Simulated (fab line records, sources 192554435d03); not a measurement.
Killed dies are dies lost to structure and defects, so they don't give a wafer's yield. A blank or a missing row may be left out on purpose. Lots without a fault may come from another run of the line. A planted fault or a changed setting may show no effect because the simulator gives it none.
Chamber matching | flow n5_finfet | N5_GATE_CUT_STRIP_59 on rie_diel-04: 4 sister chambers
The step strips in N2/H2, time 20 s. 8 wafers are shown with their chamber, then 9 later ones without.

WAFERS WITH THEIR CHAMBER
wafer  | chamber | showerhead_plenum_p_Torr (Torr) | drypump_motor_current_A (A)
L081.3 | 3       | 3.50                            | 6.0
L081.5 | 2       | 3.38                            | 5.4
L084.1 | 3       | 3.49                            | 6.0
L084.5 | 0       | 3.20                            | 6.3
L084.6 | 1       | 3.51                            | 6.0
L086.1 | 1       | 3.51                            | 6.0
L086.3 | 2       | 3.37                            | 5.5
L086.4 | 0       | 3.19                            | 6.3

WAFERS WITHOUT THEIR CHAMBER
wafer  | showerhead_plenum_p_Torr (Torr) | drypump_motor_current_A (A)
L088.2 | 3.19                            | 6.4
L088.3 | 3.37                            | 5.4
L088.5 | 3.50                            | 6.1
L092.1 | 3.50                            | 6.0
L092.2 | 3.49                            | 6.0
L092.3 | 3.19                            | 6.4
L092.4 | 3.37                            | 5.5
L092.5 | 3.50                            | 6.0
L092.6 | 3.19                            | 6.3

WHICH CHAMBER EACH WENT THROUGH
wafer  | from the rows above     | in truth
L088.2 | 0                       | 0
L088.3 | 2                       | 2
L088.5 | can't be placed: 3 or 1 | 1
L092.1 | can't be placed: 3 or 1 | 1
L092.2 | 3                       | 3
L092.3 | 0                       | 0
L092.4 | 2                       | 2
L092.5 | can't be placed: 3 or 1 | 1
L092.6 | 0                       | 0
Placed correctly: 6 of 9. Can't be placed from these rows: 3 (the true chamber is among the candidates in 3). Placed wrongly: 0.
How it was worked out, from the rows above alone: a wafer's distance from a chamber is the root of the sum, over the readings, of the square of ((its reading less the chamber's mean) divided by the reading's scatter). The wafer belongs to the nearest chamber; if the next one is less than 2 further off, it can't be placed. A chamber's mean is the mean of its shown wafers. The scatter: the root of (the sum of the squares of (reading less its chamber's mean) over the shown wafers, divided by (wafers less chambers)).
